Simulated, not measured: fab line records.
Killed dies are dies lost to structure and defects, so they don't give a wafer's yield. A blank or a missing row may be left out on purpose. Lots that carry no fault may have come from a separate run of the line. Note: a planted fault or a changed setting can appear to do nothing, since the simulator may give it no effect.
Which tool is to blame? | flow nand_harc | 20 lots, 60 wafers sampled, at 6 steps of a route of 1302

## WHAT EACH GAUGE READ, for each wafer
The record holds no reading of a measuring or inspecting step that can be judged against a usual standard deviation.

## WHICH TOOL RAN EACH LOT (tool, then ch and the chambers of the sampled wafers, then the start)
lot  | NHARC_A_SGD_CUT_ETCH_58            | NHARC_A_SLIT_ETCH_15                          | NHARC_A_SLIT_STRIP_18                         | NHARC_A_WL_FILL_RTA_01           | NHARC_A_WL_FILL_ALD_02              | NHARC_A_WL_FILL_ETCHBACK_26
L075 | rie_diel-11 ch 1,2,3, day 19 10:07 | rie_diel-06 ch 0,2,3, day 20 10:51 or earlier | rie_diel-06 ch 0,2,3, day 20 10:51 or earlier | rtp_anneal-01 ch 0, day 20 10:51 | ald_metal-03 ch 0,1,2, day 20 11:16 | rie_si-02 ch 0,1,2, day 21 03:35
L076 | rie_diel-03 ch 0,3, day 19 10:16   | rie_diel-04 ch 0,1, day 20 10:52 or earlier   | rie_diel-06 ch 1,2,3, day 20 10:52 or earlier | rtp_anneal-02 ch 0, day 20 10:52 | ald_metal-04 ch 0,1,2, day 20 11:05 | rie_si-03 ch 0,1,3, day 21 03:35
L078 | rie_diel-01 ch 1,2,3, day 21 00:34 | rie_diel-06 ch 1,3, day 22 09:38 or earlier   | rie_diel-06 ch 0,2,3, day 22 09:38 or earlier | rtp_anneal-01 ch 0, day 22 09:38 | ald_metal-04 ch 2,3, day 22 09:52   | rie_si-02 ch 0,2,3, day 23 00:27
L077 | rie_diel-11 ch 1,3, day 21 02:59   | rie_diel-04 ch 0,1,2, day 22 05:05 or earlier | rie_diel-06 ch 0,1,2, day 22 05:05 or earlier | rtp_anneal-02 ch 0, day 22 05:05 | ald_metal-02 ch 0,2,3, day 22 05:19 | rie_si-02 ch 2,3, day 22 21:35
L080 | rie_diel-03 ch 0,2, day 21 03:58   | rie_diel-06 ch 0,1,2, day 22 05:17 or earlier | rie_diel-08 ch 0,3, day 22 05:17 or earlier   | rtp_anneal-02 ch 0, day 22 05:17 | ald_metal-03 ch 0,2, day 22 05:27   | rie_si-03 ch 2,3, day 23 00:27
L079 | rie_diel-11 ch 1,2,3, day 21 13:14 | rie_diel-08 ch 2,3, day 22 18:15 or earlier   | rie_diel-04 ch 0,2,3, day 22 18:15 or earlier | rtp_anneal-02 ch 0, day 22 18:15 | ald_metal-02 ch 0,2,3, day 22 18:28 | rie_si-05 ch 1,3, day 23 13:59
L083 | rie_diel-03 ch 1,2,3, day 22 22:25 | rie_diel-06 ch 0,1,3, day 24 02:36 or earlier | rie_diel-06 ch 0,2, day 24 02:36 or earlier   | rtp_anneal-01 ch 0, day 24 02:36 | ald_metal-02 ch 0,2,3, day 24 02:50 | rie_si-05 ch 0,2,3, day 24 21:00
L082 | rie_diel-01 ch 0,2,3, day 22 22:42 | rie_diel-08 ch 0,1,2, day 24 00:31 or earlier | rie_diel-06 ch 0,1,2, day 24 00:31 or earlier | rtp_anneal-02 ch 0, day 24 00:31 | ald_metal-04 ch 0,1,3, day 24 00:50 | rie_si-03 ch 0,2,3, day 24 21:01
L084 | rie_diel-01 ch 0,2, day 23 09:22   | rie_diel-06 ch 0,3, day 24 10:44 or earlier   | rie_diel-06 ch 0,2, day 24 10:44 or earlier   | rtp_anneal-01 ch 0, day 24 10:44 | ald_metal-02 ch 0,1,2, day 24 10:54 | rie_si-05 ch 0,1,2, day 25 05:22
L085 | rie_diel-01 ch 2,3, day 23 19:05   | rie_diel-06 ch 0,1,2, day 24 20:33 or earlier | rie_diel-08 ch 0,1,3, day 24 20:33 or earlier | rtp_anneal-01 ch 0, day 24 20:33 | ald_metal-04 ch 0,1,3, day 24 20:47 | rie_si-02 ch 0,1, day 25 14:18
L086 | rie_diel-03 ch 1,2, day 24 12:23   | rie_diel-06 ch 2,3, day 25 14:08 or earlier   | rie_diel-06 ch 0,1, day 25 14:08 or earlier   | rtp_anneal-01 ch 0, day 25 14:08 | ald_metal-04 ch 0,1,2, day 25 14:20 | rie_si-02 ch 1,2,3, day 26 06:50
L088 | rie_diel-01 ch 1,2, day 24 15:13   | rie_diel-08 ch 0,2,3, day 25 14:19 or earlier | rie_diel-08 ch 0,2, day 25 14:19 or earlier   | rtp_anneal-01 ch 0, day 25 14:19 | ald_metal-03 ch 0,1,3, day 25 14:31 | rie_si-03 ch 0,1, day 26 06:51
L089 | rie_diel-03 ch 0,1,3, day 24 15:22 | rie_diel-04 ch 1,2,3, day 25 17:58 or earlier | rie_diel-08 ch 0,1,2, day 25 17:58 or earlier | rtp_anneal-02 ch 0, day 25 17:58 | ald_metal-02 ch 0,1,2, day 25 18:10 | rie_si-02 ch 0,1,3, day 26 10:10
L087 | rie_diel-11 ch 0,3, day 24 16:46   | rie_diel-04 ch 1,2, day 25 17:55 or earlier   | rie_diel-04 ch 0,1, day 25 17:55 or earlier   | rtp_anneal-01 ch 0, day 25 17:55 | ald_metal-04 ch 0,3, day 25 18:07   | rie_si-05 ch 1,2,3, day 26 10:10
L091 | rie_diel-11 ch 1,3, day 25 10:56   | rie_diel-08 ch 0,2,3, day 26 14:28 or earlier | rie_diel-04 ch 0,1, day 26 14:28 or earlier   | rtp_anneal-01 ch 0, day 26 14:28 | ald_metal-04 ch 2,3, day 26 14:42   | rie_si-05 ch 0,1,2, day 27 06:54
L090 | rie_diel-01 ch 0,2,3, day 25 11:18 | rie_diel-04 ch 0,2,3, day 26 14:37 or earlier | rie_diel-08 ch 0,1,3, day 26 14:37 or earlier | rtp_anneal-02 ch 0, day 26 14:37 | ald_metal-03 ch 1,2,3, day 26 14:50 | rie_si-05 ch 0,2,3, day 27 09:45
L093 | rie_diel-01 ch 0,2,3, day 26 12:11 | rie_diel-06 ch 2,3, day 27 18:29 or earlier   | rie_diel-08 ch 0,1,3, day 27 18:29 or earlier | rtp_anneal-01 ch 0, day 27 18:29 | ald_metal-03 ch 0,2,3, day 27 18:43 | rie_si-03 ch 0,2,3, day 28 14:13
L094 | rie_diel-01 ch 0,1,3, day 27 15:32 | rie_diel-06 ch 1,2, day 28 19:39 or earlier   | rie_diel-04 ch 0,1,2, day 28 19:39 or earlier | rtp_anneal-02 ch 0, day 28 19:39 | ald_metal-03 ch 0,2,3, day 28 19:52 | rie_si-05 ch 0,1,2, day 29 15:58
L095 | rie_diel-03 ch 0,1, day 28 01:59   | rie_diel-04 ch 0,1,3, day 29 02:40 or earlier | rie_diel-04 ch 0,1, day 29 02:40 or earlier   | rtp_anneal-02 ch 0, day 29 02:40 | ald_metal-02 ch 0,1, day 29 02:51   | rie_si-05 ch 0,2,3, day 29 19:29
L097 | rie_diel-01 ch 1,2, day 29 03:49   | rie_diel-06 ch 0,3, day 30 04:33 or earlier   | rie_diel-08 ch 0,3, day 30 04:33 or earlier   | rtp_anneal-01 ch 0, day 30 04:33 | ald_metal-04 ch 1,3, day 30 04:47   | rie_si-02 ch 0,1,2, day 30 21:25
- NHARC_A_SGD_CUT_ETCH_58: etches the open film in CF4, target depth 39 nm, time 65 s.
- NHARC_A_SLIT_ETCH_15: etches the open film in O2/COS, target depth 6200 nm, time 1612 s.
- NHARC_A_SLIT_STRIP_18: strips in O2.
- NHARC_A_WL_FILL_RTA_01: time 5 s.
- NHARC_A_WL_FILL_ALD_02: deposits TiN, target thk 2 nm, pulse time 3 s, ald cycles 100.
- NHARC_A_WL_FILL_ETCHBACK_26: etches the open film in HBr, target depth 52 nm, time 13.3 s.

## WHAT THE TOOLS THEMSELVES READ (means of the sampled wafers that have a number; where no wafer has one, the mark that the record gives instead)
NHARC_A_SGD_CUT_ETCH_58.
lot  | tool        | bias_w (W) | cf4_flow_sccm (sccm) | drypump_motor_current_A (A) | oes_product_au (a.u.) | rf_vpp_V (V) | showerhead_plenum_p_Torr (Torr) | throttle_valve_pct (%)
L075 | rie_diel-11 | 100.0      | 149.9                | 5.6                         | 0.999                 | 150.6        | 1.77                            | 13.290
L076 | rie_diel-03 | 100.2      | 149.8                | 5.3                         | 0.997                 | 151.0        | 1.75                            | 13.284
L078 | rie_diel-01 | 100.0      | 150.1                | 5.4                         | 1.001                 | 151.5        | 1.75                            | 13.286
L077 | rie_diel-11 | 99.8       | 149.7                | 5.6                         | 1.003                 | 152.4        | 1.84                            | 13.281
L080 | rie_diel-03 | 99.9       | 149.7                | 5.3                         | 0.986                 | 149.8        | 1.69                            | 13.278
L079 | rie_diel-11 | 99.8       | 149.9                | 5.6                         | 0.999                 | 151.6        | 1.77                            | 13.283
L083 | rie_diel-03 | 100.2      | 149.5                | 6.0                         | 0.999                 | 150.6        | 1.73                            | 13.286
L082 | rie_diel-01 | 100.4      | 150.5                | 5.6                         | 0.996                 | 150.4        | 1.79                            | 13.289
L084 | rie_diel-01 | 100.2      | 150.3                | 5.6                         | 0.992                 | 153.0        | 1.86                            | 13.291
L085 | rie_diel-01 | 100.1      | 150.2                | 5.4                         | 1.000                 | 149.6        | 1.71                            | 13.279
L086 | rie_diel-03 | 100.0      | 149.8                | 6.1                         | 0.990                 | 150.3        | 1.66                            | 13.288
L088 | rie_diel-01 | 99.9       | 150.3                | 5.5                         | 0.999                 | 151.4        | 1.79                            | 13.285
L089 | rie_diel-03 | 100.2      | 150.0                | 5.7                         | 0.995                 | 150.7        | 1.73                            | 13.275
L087 | rie_diel-11 | 99.7       | 150.3                | 5.2                         | 1.011                 | 151.1        | 1.72                            | 13.282
L091 | rie_diel-11 | 100.1      | 149.9                | 5.3                         | 1.001                 | 151.1        | 1.78                            | 13.287
L090 | rie_diel-01 | 99.9       | 149.9                | 5.5                         | 1.009                 | 151.8        | 1.78                            | 13.287
L093 | rie_diel-01 | 99.9       | 150.3                | 5.5                         | 1.009                 | 150.6        | 1.78                            | 13.287
L094 | rie_diel-01 | 100.3      | 150.0                | 5.4                         | 0.990                 | 151.5        | 1.77                            | 13.292
L095 | rie_diel-03 | 100.0      | 150.0                | 5.7                         | 0.996                 | 150.4        | 1.67                            | 13.281
L097 | rie_diel-01 | 100.4      | 149.7                | 5.5                         | 1.006                 | 152.1        | 1.79                            | 13.281

NHARC_A_SLIT_ETCH_15.
lot  | tool        | bias_w (W) | drypump_motor_current_A (A) | o2_flow_sccm (sccm) | oes_product_au (a.u.) | rf_vpp_V (V) | showerhead_plenum_p_Torr (Torr) | throttle_valve_pct (%)
L075 | rie_diel-06 | 300.0      | 5.5                         | 398.8               | 1.000                 | 314.8        | 3.16                            | 28.332
L076 | rie_diel-04 | 299.8      | 6.1                         | 398.9               | 0.994                 | 313.4        | 3.05                            | 28.317
L078 | rie_diel-06 | 299.7      | 6.0                         | 400.0               | 0.994                 | 315.9        | 3.21                            | 28.330
L077 | rie_diel-04 | 301.4      | 5.9                         | 401.3               | 0.995                 | 313.6        | 3.09                            | 28.334
L080 | rie_diel-06 | 300.6      | 5.5                         | 399.4               | 0.990                 | 313.4        | 3.14                            | 28.323
L079 | rie_diel-08 | 299.7      | 5.7                         | 400.0               | 0.996                 | 313.5        | 3.03                            | 28.334
L083 | rie_diel-06 | 299.8      | 5.6                         | 399.7               | 0.996                 | 315.0        | 3.15                            | 28.335
L082 | rie_diel-08 | 300.2      | 5.6                         | 399.8               | 1.004                 | 312.9        | 3.10                            | 28.342
L084 | rie_diel-06 | 299.7      | 5.1                         | 399.7               | 0.998                 | 314.3        | 3.11                            | 28.337
L085 | rie_diel-06 | 299.9      | 5.5                         | 400.5               | 0.994                 | 314.3        | 3.13                            | 28.332
L086 | rie_diel-06 | 300.1      | 6.0                         | 399.4               | 0.995                 | 315.4        | 3.21                            | 28.334
L088 | rie_diel-08 | 299.5      | 5.8                         | 399.3               | 1.004                 | 314.1        | 3.14                            | 28.325
L089 | rie_diel-04 | 299.2      | 5.7                         | 400.0               | 0.994                 | 314.9        | 3.17                            | 28.329
L087 | rie_diel-04 | 298.9      | 5.9                         | 400.7               | 1.008                 | 314.9        | 3.16                            | 28.329
L091 | rie_diel-08 | 299.5      | 5.8                         | 401.0               | 0.994                 | 315.1        | 3.14                            | 28.341
L090 | rie_diel-04 | 299.7      | 5.5                         | 400.2               | 0.999                 | 313.5        | 3.14                            | 28.333
L093 | rie_diel-06 | 300.2      | 5.9                         | 400.8               | 0.999                 | 315.4        | 3.20                            | 28.335
L094 | rie_diel-06 | 301.4      | 6.0                         | 399.8               | 0.990                 | 313.9        | 3.17                            | 28.335
L095 | rie_diel-04 | 300.1      | 5.7                         | 400.3               | 1.007                 | 313.9        | 3.09                            | 28.324
L097 | rie_diel-06 | 300.2      | 5.2                         | 399.6               | 1.004                 | 313.9        | 3.10                            | 28.327

NHARC_A_SLIT_STRIP_18.
lot  | tool        | drypump_motor_current_A (A) | o2_flow_sccm (sccm) | oes_product_au (a.u.) | rf_vpp_V (V) | showerhead_plenum_p_Torr (Torr) | throttle_valve_pct (%)
L075 | rie_diel-06 | 5.5                         | 498.6               | 1.006                 | 58.4         | 3.57                            | 17.039
L076 | rie_diel-06 | 6.0                         | 500.3               | 0.999                 | 58.3         | 3.61                            | 17.039
L078 | rie_diel-06 | 5.5                         | 500.4               | 0.992                 | 58.3         | 3.56                            | 17.038
L077 | rie_diel-06 | 5.6                         | 500.9               | 0.991                 | 58.2         | 3.54                            | 17.032
L080 | rie_diel-08 | 6.1                         | 499.4               | 0.999                 | 57.8         | 3.61                            | 17.031
L079 | rie_diel-04 | 5.6                         | 500.3               | 0.999                 | 57.5         | 3.55                            | 17.029
L083 | rie_diel-06 | 5.4                         | 499.1               | 0.986                 | 57.4         | 3.55                            | 17.035
L082 | rie_diel-06 | 5.5                         | 500.4               | 0.994                 | 57.4         | 3.54                            | 17.039
L084 | rie_diel-06 | 5.1                         | 499.9               | 0.990                 | 57.5         | 3.49                            | 17.026
L085 | rie_diel-08 | 5.8                         | 500.2               | 1.001                 | 58.4         | 3.56                            | 17.039
L086 | rie_diel-06 | 5.2                         | 500.1               | 1.002                 | 57.5         | 3.48                            | 17.039
L088 | rie_diel-08 | 5.8                         | 500.5               | 1.009                 | 58.3         | 3.61                            | 17.034
L089 | rie_diel-08 | 5.6                         | 499.3               | 1.008                 | 57.3         | 3.50                            | 17.040
L087 | rie_diel-04 | 6.1                         | 499.7               | 0.999                 | 58.1         | 3.43                            | 17.030
L091 | rie_diel-04 | 6.1                         | 500.2               | 1.002                 | 58.3         | 3.43                            | 17.039
L090 | rie_diel-08 | 5.8                         | 500.3               | 0.992                 | 57.8         | 3.56                            | 17.037
L093 | rie_diel-08 | 5.8                         | 501.9               | 0.999                 | 58.3         | 3.56                            | 17.034
L094 | rie_diel-04 | 5.9                         | 500.1               | 1.004                 | 58.2         | 3.48                            | 17.037
L095 | rie_diel-04 | 6.1                         | 500.1               | 0.995                 | 57.7         | 3.43                            | 17.043
L097 | rie_diel-08 | 6.0                         | 500.9               | 1.005                 | 57.6         | 3.61                            | 17.028

NHARC_A_WL_FILL_RTA_01.
lot  | tool          | lamp_power_pct (%) | lamp_zone_2_pct (%) | wafer_temp_C_max
L075 | rtp_anneal-01 | 28.3               | 28.3                | 1003.4
L076 | rtp_anneal-02 | 31.5               | 31.5                | 1005.2
L078 | rtp_anneal-01 | 28.3               | 28.3                | 1003.6
L077 | rtp_anneal-02 | 31.5               | 31.5                | 1005.7
L080 | rtp_anneal-02 | 31.5               | 31.5                | 1007.2
L079 | rtp_anneal-02 | 31.5               | 31.5                | 1005.9
L083 | rtp_anneal-01 | 28.3               | 28.3                | 1004.5
L082 | rtp_anneal-02 | 31.5               | 31.5                | 1006.0
L084 | rtp_anneal-01 | 28.3               | 28.3                | 1003.7
L085 | rtp_anneal-01 | 28.3               | 28.3                | 1003.7
L086 | rtp_anneal-01 | 28.3               | 28.3                | 1004.2
L088 | rtp_anneal-01 | 28.3               | 28.3                | 1004.0
L089 | rtp_anneal-02 | 31.5               | 31.5                | 1005.9
L087 | rtp_anneal-01 | 28.3               | 28.3                | 1003.9
L091 | rtp_anneal-01 | 28.3               | 28.3                | 1003.3
L090 | rtp_anneal-02 | 31.5               | 31.5                | 1005.4
L093 | rtp_anneal-01 | 28.3               | 28.3                | 1003.0
L094 | rtp_anneal-02 | 31.5               | 31.5                | 1006.4
L095 | rtp_anneal-02 | 31.5               | 31.5                | 1007.1
L097 | rtp_anneal-01 | 28.4               | 28.3                | 1004.0

NHARC_A_WL_FILL_ALD_02.
lot  | tool         | heater_power_w (W) | precursor_pulse_height_rel
L075 | ald_metal-03 | 1010               | 1.019
L076 | ald_metal-04 | 1006               | 1.014
L078 | ald_metal-04 | 1016               | 1.003
L077 | ald_metal-02 | 1205               | 0.995
L080 | ald_metal-03 | 990                | 0.986
L079 | ald_metal-02 | 1197               | 1.012
L083 | ald_metal-02 | 1204               | 1.001
L082 | ald_metal-04 | 1029               | 1.008
L084 | ald_metal-02 | 1157               | 0.996
L085 | ald_metal-04 | 1032               | 1.007
L086 | ald_metal-04 | 1016               | 1.002
L088 | ald_metal-03 | 1046               | 1.026
L089 | ald_metal-02 | 1148               | 1.005
L087 | ald_metal-04 | 1027               | 0.997
L091 | ald_metal-04 | 981                | 0.987
L090 | ald_metal-03 | 1061               | 1.014
L093 | ald_metal-03 | 1030               | 1.006
L094 | ald_metal-03 | 1042               | 0.999
L095 | ald_metal-02 | 1112               | 1.012
L097 | ald_metal-04 | 1060               | 1.013

NHARC_A_WL_FILL_ETCHBACK_26.
lot  | tool      | bias_w (W) | drypump_motor_current_A (A) | oes_product_au (a.u.) | throttle_valve_pct (%)
L075 | rie_si-02 | 60.04      | 5.7                         | 1.000                 | 23.255
L076 | rie_si-03 | 59.94      | 5.8                         | 1.003                 | 23.261
L078 | rie_si-02 | 59.98      | 5.8                         | 0.995                 | 23.266
L077 | rie_si-02 | 59.95      | 5.7                         | 0.996                 | 23.255
L080 | rie_si-03 | 60.14      | 6.0                         | 0.997                 | 23.266
L079 | rie_si-05 | 60.15      | 5.3                         | 0.998                 | 23.272
L083 | rie_si-05 | 59.92      | 5.6                         | 0.996                 | 23.278
L082 | rie_si-03 | 60.16      | 5.7                         | 1.000                 | 23.266
L084 | rie_si-05 | 59.85      | 5.3                         | 1.000                 | 23.269
L085 | rie_si-02 | 60.20      | 5.7                         | 1.004                 | 23.264
L086 | rie_si-02 | 60.14      | 5.7                         | 0.997                 | 23.266
L088 | rie_si-03 | 60.14      | 5.8                         | 1.003                 | 23.265
L089 | rie_si-02 | 60.07      | 5.7                         | 0.996                 | 23.265
L087 | rie_si-05 | 59.90      | 5.4                         | 0.996                 | 23.267
L091 | rie_si-05 | 60.11      | 5.3                         | 1.006                 | 23.261
L090 | rie_si-05 | 60.08      | 5.6                         | 0.999                 | 23.266
L093 | rie_si-03 | 59.84      | 5.7                         | 1.011                 | 23.261
L094 | rie_si-05 | 59.99      | 5.4                         | 1.004                 | 23.266
L095 | rie_si-05 | 60.02      | 5.6                         | 1.010                 | 23.263
L097 | rie_si-02 | 60.07      | 5.7                         | 0.993                 | 23.264

## THE ANSWER, worked out from the rows above alone
Rule: what is usual is taken from the lots themselves. Put in order of their means at a reading, lots are off if they are a third of the lots or fewer, leave a main group of 4 or more, and stand apart from it by a gap of 3 or more times the standard deviation of the main group's means; of several such gaps the widest counts. Not used: any main group whose means are identical at the precision the tables above print for the reading. Also off: a lot with no number at a reading for which 4 or more lots have one. Where the step has rows for the other lots, those lots are counted as sound. Order of review: gauges by route order, followed by the tools' own readings, for which a lot's mean as printed above is used. The first step at which some lot is off is used, and at that step the reading that is off furthest; a lot without a number counts as furthest.
No lot is off at any reading shown: from this, nothing can be told.

## WHAT THE SIMULATOR HAD PUT IN
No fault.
